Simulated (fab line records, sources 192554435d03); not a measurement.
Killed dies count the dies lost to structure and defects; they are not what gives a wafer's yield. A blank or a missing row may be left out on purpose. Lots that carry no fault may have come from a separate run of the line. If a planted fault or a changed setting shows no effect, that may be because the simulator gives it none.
Which tool is to blame?    flow n5-finfet    Sampling: 24 lots, 72 wafers, 6 of 1938 route steps

== WHAT THE GAUGES SHOWED, per wafer ==
The record holds no reading of a measuring or inspecting step that can be judged against a usual standard deviation.

== WHICH TOOL RAN EACH LOT (tool, then ch and the chambers of the sampled wafers, then the start) ==
lot   N5_BEOL_M3_ETCH_70                  N5_BEOL_M3_DEGAS_44           N5_BEOL_M3_ANNEAL_49          N5_BEOL_M3_ANNEAL_80          N5_BEOL_M3_ANNEAL_89          N5_BEOL_M3_SPUTTER_90
L074  rie-diel-06 ch 0,1,3, day 6 21:52   pvd-sputter-02, day 6 22:37   pvd-sputter-03, day 6 23:16   pvd-sputter-03, day 6 23:29   pvd-sputter-03, day 7 00:09   pvd-sputter-03, day 7 00:17
L075  rie-diel-06 ch 0,2,3, day 7 14:17   pvd-sputter-03, day 7 14:55   pvd-sputter-01, day 7 15:32   pvd-sputter-01, day 7 15:46   pvd-sputter-01, day 7 16:25   pvd-sputter-01, day 7 16:34
L077  rie-diel-06 ch 0,2,3, day 7 17:21   pvd-sputter-03, day 7 18:28   pvd-sputter-02, day 7 19:35   pvd-sputter-02, day 7 19:49   pvd-sputter-02, day 7 20:28   pvd-sputter-02, day 7 20:37
L076  rie-diel-02 ch 0,2,3, day 8 03:23   pvd-sputter-01, day 8 04:02   pvd-sputter-01, day 8 04:53   pvd-sputter-01, day 8 05:06   pvd-sputter-01, day 8 05:46   pvd-sputter-01, day 8 05:54
L078  rie-diel-06 ch 0,2,3, day 8 05:04   pvd-sputter-02, day 8 05:47   pvd-sputter-03, day 8 06:30   pvd-sputter-03, day 8 06:43   pvd-sputter-03, day 8 07:23   pvd-sputter-03, day 8 07:31
L079  rie-diel-02 ch 1,2,3, day 8 06:16   pvd-sputter-01, day 8 06:49   pvd-sputter-01, day 8 07:26   pvd-sputter-01, day 8 07:40   pvd-sputter-01, day 8 08:19   pvd-sputter-01, day 8 08:28
L080  rie-diel-02 ch 1,2, day 8 08:31     pvd-sputter-02, day 8 09:07   pvd-sputter-03, day 8 09:46   pvd-sputter-03, day 8 09:59   pvd-sputter-03, day 8 10:38   pvd-sputter-03, day 8 10:47
L081  rie-diel-02 ch 0,3, day 9 21:48     pvd-sputter-02, day 9 22:45   pvd-sputter-01, day 9 23:32   pvd-sputter-01, day 9 23:45   pvd-sputter-01, day 10 00:25  pvd-sputter-01, day 10 00:33
L084  rie-diel-06 ch 0,1,2, day 9 21:50   pvd-sputter-01, day 9 22:43   pvd-sputter-02, day 10 00:23  pvd-sputter-02, day 10 00:37  pvd-sputter-02, day 10 01:16  pvd-sputter-02, day 10 01:25
L083  rie-diel-02 ch 1,3, day 10 01:49    pvd-sputter-02, day 10 02:46  pvd-sputter-02, day 10 03:44  pvd-sputter-02, day 10 03:58  pvd-sputter-02, day 10 04:37  pvd-sputter-02, day 10 04:46
L082  rie-diel-06 ch 0,1,2, day 10 02:06  pvd-sputter-02, day 10 02:51  pvd-sputter-03, day 10 04:51  pvd-sputter-03, day 10 05:04  pvd-sputter-03, day 10 05:44  pvd-sputter-03, day 10 05:52
L085  rie-diel-06 ch 0,2, day 10 04:34    pvd-sputter-01, day 10 05:32  pvd-sputter-01, day 10 06:20  pvd-sputter-01, day 10 06:34  pvd-sputter-01, day 10 07:13  pvd-sputter-01, day 10 07:22
L086  rie-diel-06 ch 1,2, day 10 10:14    pvd-sputter-02, day 10 10:48  pvd-sputter-03, day 10 11:30  pvd-sputter-03, day 10 11:43  pvd-sputter-03, day 10 12:23  pvd-sputter-03, day 10 12:31
L087  rie-diel-02 ch 0,1,2, day 10 16:36  pvd-sputter-02, day 10 17:21  pvd-sputter-01, day 10 18:19  pvd-sputter-01, day 10 18:32  pvd-sputter-01, day 10 19:12  pvd-sputter-01, day 10 19:20
L088  rie-diel-02 ch 0,1,2, day 10 20:35  pvd-sputter-02, day 10 21:28  pvd-sputter-01, day 10 22:21  pvd-sputter-01, day 10 22:34  pvd-sputter-01, day 10 23:14  pvd-sputter-01, day 10 23:22
L089  rie-diel-06 ch 0,2,3, day 11 06:41  pvd-sputter-03, day 11 07:19  pvd-sputter-02, day 11 08:04  pvd-sputter-02, day 11 08:17  pvd-sputter-02, day 11 08:57  pvd-sputter-02, day 11 09:05
L090  rie-diel-05 ch 0,1,2, day 11 14:42  pvd-sputter-01, day 11 15:46  pvd-sputter-02, day 11 16:32  pvd-sputter-02, day 11 16:46  pvd-sputter-02, day 11 17:25  pvd-sputter-02, day 11 17:34
L092  rie-diel-05 ch 0,1,2, day 12 00:38  pvd-sputter-02, day 12 01:23  pvd-sputter-03, day 12 04:08  pvd-sputter-03, day 12 04:22  pvd-sputter-03, day 12 05:01  pvd-sputter-03, day 12 05:10
L091  rie-diel-02 ch 2,3, day 12 05:43    pvd-sputter-03, day 12 06:29  pvd-sputter-03, day 12 07:16  pvd-sputter-03, day 12 07:29  pvd-sputter-03, day 12 08:08  pvd-sputter-03, day 12 08:17
L093  rie-diel-05 ch 1,3, day 12 05:47    pvd-sputter-02, day 12 06:31  pvd-sputter-01, day 12 07:25  pvd-sputter-01, day 12 07:38  pvd-sputter-01, day 12 08:18  pvd-sputter-01, day 12 08:26
L094  rie-diel-02 ch 0,3, day 12 08:43    pvd-sputter-03, day 12 09:44  pvd-sputter-02, day 12 10:25  pvd-sputter-02, day 12 10:38  pvd-sputter-02, day 12 11:18  pvd-sputter-02, day 12 11:26
L095  rie-diel-02 ch 1,2,3, day 12 18:44  pvd-sputter-01, day 12 19:22  pvd-sputter-02, day 12 21:19  pvd-sputter-02, day 12 21:32  pvd-sputter-02, day 12 22:11  pvd-sputter-02, day 12 22:20
L096  rie-diel-02 ch 1,3, day 12 21:14    pvd-sputter-03, day 12 21:59  pvd-sputter-02, day 12 23:09  pvd-sputter-02, day 12 23:22  pvd-sputter-02, day 13 00:02  pvd-sputter-02, day 13 00:10
L097  rie-diel-02 ch 0,2,3, day 13 01:14  pvd-sputter-01, day 13 01:56  pvd-sputter-03, day 13 03:11  pvd-sputter-03, day 13 03:24  pvd-sputter-03, day 13 04:04  pvd-sputter-03, day 13 04:12
- N5_BEOL_M3_ETCH_70: etches SOC in N2/H2, target depth 80 nm, overetch 16 nm, time 120 s.
- N5_BEOL_M3_DEGAS_44: time 60 s.
- N5_BEOL_M3_ANNEAL_49: time 240 s.
- N5_BEOL_M3_ANNEAL_80: time 240 s.
- N5_BEOL_M3_ANNEAL_89: time 240 s.
- N5_BEOL_M3_SPUTTER_90: material Cu, target thk 4.5 nm, time 8.29 s.

== WHAT THE TOOLS THEMSELVES READ (means of the sampled wafers that have a number; where no wafer has one, the mark that the record gives instead) ==
N5_BEOL_M3_ETCH_70.
lot   tool         drypump-motor-current-A (A)  oes-product-au (a.u.)  rf-vpp-V (V)  showerhead-plenum-p-Torr (Torr)  throttle-valve-pct (%)
L074  rie-diel-06  5.9                          0.63                   522.5         2.50                             17.71
L075  rie-diel-06  6.2                          0.63                   523.2         2.54                             17.70
L077  rie-diel-06  6.3                          0.63                   524.3         2.54                             17.69
L076  rie-diel-02  5.6                          0.69                   525.8         2.60                             17.67
L078  rie-diel-06  6.3                          0.63                   523.5         2.54                             17.69
L079  rie-diel-02  5.7                          0.64                   524.6         2.57                             17.68
L080  rie-diel-02  5.2                          0.60                   523.1         2.53                             17.77
L081  rie-diel-02  5.6                          0.68                   526.9         2.67                             17.80
L084  rie-diel-06  5.9                          0.60                   524.1         2.52                             17.75
L083  rie-diel-02  5.9                          0.61                   526.1         2.63                             17.85
L082  rie-diel-06  5.9                          0.59                   522.2         2.51                             17.76
L085  rie-diel-06  6.2                          0.61                   523.9         2.55                             17.73
L086  rie-diel-06  6.2                          0.57                   522.7         2.49                             17.84
L087  rie-diel-02  5.3                          0.62                   525.5         2.61                             17.92
L088  rie-diel-02  5.2                          0.62                   525.0         2.61                             17.92
L089  rie-diel-06  6.3                          0.62                   523.4         2.53                             17.74
L090  rie-diel-05  5.6                          0.60                   524.0         2.55                             17.97
L092  rie-diel-05  5.6                          0.60                   523.7         2.55                             17.97
L091  rie-diel-02  6.1                          0.65                   524.2         2.54                             17.51
L093  rie-diel-05  5.8                          0.60                   527.1         2.65                             18.02
L094  rie-diel-02  5.6                          0.66                   526.3         2.66                             17.84
L095  rie-diel-02  5.7                          0.60                   523.8         2.56                             17.74
L096  rie-diel-02  6.2                          0.63                   524.8         2.60                             17.67
L097  rie-diel-02  5.6                          0.64                   525.1         2.58                             17.73

N5_BEOL_M3_DEGAS_44.
lot   tool            heater-power-w (W)
L074  pvd-sputter-02  347
L075  pvd-sputter-03  349
L077  pvd-sputter-03  340
L076  pvd-sputter-01  296
L078  pvd-sputter-02  347
L079  pvd-sputter-01  326
L080  pvd-sputter-02  330
L081  pvd-sputter-02  334
L084  pvd-sputter-01  310
L083  pvd-sputter-02  347
L082  pvd-sputter-02  344
L085  pvd-sputter-01  330
L086  pvd-sputter-02  335
L087  pvd-sputter-02  343
L088  pvd-sputter-02  340
L089  pvd-sputter-03  318
L090  pvd-sputter-01  317
L092  pvd-sputter-02  346
L091  pvd-sputter-03  325
L093  pvd-sputter-02  342
L094  pvd-sputter-03  312
L095  pvd-sputter-01  314
L096  pvd-sputter-03  336
L097  pvd-sputter-01  309

N5_BEOL_M3_ANNEAL_49.
lot   tool            heater-power-w (W)  susceptor_temp_C_max
L074  pvd-sputter-03  783                 401.0
L075  pvd-sputter-01  796                 400.7
L077  pvd-sputter-02  843                 400.7
L076  pvd-sputter-01  740                 401.0
L078  pvd-sputter-03  795                 401.1
L079  pvd-sputter-01  757                 400.8
L080  pvd-sputter-03  812                 401.4
L081  pvd-sputter-01  831                 401.1
L084  pvd-sputter-02  873                 400.5
L083  pvd-sputter-02  812                 400.6
L082  pvd-sputter-03  801                 401.1
L085  pvd-sputter-01  787                 400.7
L086  pvd-sputter-03  837                 401.3
L087  pvd-sputter-01  821                 400.9
L088  pvd-sputter-01  823                 401.1
L089  pvd-sputter-02  845                 401.0
L090  pvd-sputter-02  840                 400.9
L092  pvd-sputter-03  842                 401.4
L091  pvd-sputter-03  739                 401.1
L093  pvd-sputter-01  811                 401.3
L094  pvd-sputter-02  861                 401.2
L095  pvd-sputter-02  865                 400.8
L096  pvd-sputter-02  842                 400.8
L097  pvd-sputter-03  781                 400.8

N5_BEOL_M3_ANNEAL_80.
lot   tool            heater-power-w (W)  susceptor_temp_C_max
L074  pvd-sputter-03  792                 400.9
L075  pvd-sputter-01  786                 401.4
L077  pvd-sputter-02  857                 400.7
L076  pvd-sputter-01  762                 401.1
L078  pvd-sputter-03  786                 400.9
L079  pvd-sputter-01  739                 400.7
L080  pvd-sputter-03  819                 401.7
L081  pvd-sputter-01  834                 401.3
L084  pvd-sputter-02  859                 400.4
L083  pvd-sputter-02  832                 400.9
L082  pvd-sputter-03  810                 401.0
L085  pvd-sputter-01  798                 400.9
L086  pvd-sputter-03  845                 401.3
L087  pvd-sputter-01  831                 401.0
L088  pvd-sputter-01  822                 401.1
L089  pvd-sputter-02  834                 400.9
L090  pvd-sputter-02  830                 400.6
L092  pvd-sputter-03  837                 401.1
L091  pvd-sputter-03  728                 401.2
L093  pvd-sputter-01  806                 401.1
L094  pvd-sputter-02  839                 401.3
L095  pvd-sputter-02  859                 401.2
L096  pvd-sputter-02  847                 401.0
L097  pvd-sputter-03  792                 401.0

N5_BEOL_M3_ANNEAL_89.
lot   tool            heater-power-w (W)  susceptor_temp_C_max
L074  pvd-sputter-03  797                 401.0
L075  pvd-sputter-01  786                 401.1
L077  pvd-sputter-02  857                 400.6
L076  pvd-sputter-01  753                 401.3
L078  pvd-sputter-03  787                 401.0
L079  pvd-sputter-01  749                 401.1
L080  pvd-sputter-03  825                 401.5
L081  pvd-sputter-01  820                 401.0
L084  pvd-sputter-02  869                 400.5
L083  pvd-sputter-02  836                 400.4
L082  pvd-sputter-03  810                 401.2
L085  pvd-sputter-01  794                 401.0
L086  pvd-sputter-03  829                 401.3
L087  pvd-sputter-01  825                 401.1
L088  pvd-sputter-01  820                 401.1
L089  pvd-sputter-02  831                 400.9
L090  pvd-sputter-02  834                 400.7
L092  pvd-sputter-03  846                 401.1
L091  pvd-sputter-03  739                 401.0
L093  pvd-sputter-01  801                 401.0
L094  pvd-sputter-02  853                 401.2
L095  pvd-sputter-02  864                 401.0
L096  pvd-sputter-02  836                 400.6
L097  pvd-sputter-03  783                 401.1

N5_BEOL_M3_SPUTTER_90.
lot   tool            substrate-temp-c (C)  throttle-valve-pct (%)
L074  pvd-sputter-03  -20.03                29.8
L075  pvd-sputter-01  -20.01                30.0
L077  pvd-sputter-02  -20.01                29.1
L076  pvd-sputter-01  -20.11                30.7
L078  pvd-sputter-03  -19.99                28.9
L079  pvd-sputter-01  -19.88                29.1
L080  pvd-sputter-03  -20.00                30.7
L081  pvd-sputter-01  -19.98                29.4
L084  pvd-sputter-02  -20.00                29.5
L083  pvd-sputter-02  -19.99                29.3
L082  pvd-sputter-03  -19.91                29.6
L085  pvd-sputter-01  -19.90                29.5
L086  pvd-sputter-03  -19.94                30.6
L087  pvd-sputter-01  -20.05                30.3
L088  pvd-sputter-01  -20.10                30.1
L089  pvd-sputter-02  -19.97                29.2
L090  pvd-sputter-02  -19.91                29.7
L092  pvd-sputter-03  -19.98                29.5
L091  pvd-sputter-03  -19.98                29.6
L093  pvd-sputter-01  -19.93                30.6
L094  pvd-sputter-02  -20.02                30.2
L095  pvd-sputter-02  -20.04                30.3
L096  pvd-sputter-02  -19.97                29.3
L097  pvd-sputter-03  -20.09                28.9

== THE ANSWER, worked out from the rows above alone ==
Rule: the usual values come from the lots themselves. Put in order of their means at a reading, lots are off if they are a third of the lots or fewer, leave a main group of 4 or more, and stand apart from it by a gap of 3 or more times the standard deviation of the main group's means; of several such gaps the widest counts. A main group is skipped when, at the precision printed for the reading in the tables above, its means are all equal. A lot without any number at a reading at which 4 lots or more have one is off too. All remaining lots with rows at the step are treated as sound. First the gauges in route order, then the tools' own readings, where a lot's mean is used as printed above. The first step at which some lot is off is used, and at that step the reading that is off furthest; a lot without a number counts as furthest.
Across all readings shown, no lot is off: no conclusion can be drawn from this.

== WHAT HAD BEEN PUT IN BY THE SIMULATOR ==
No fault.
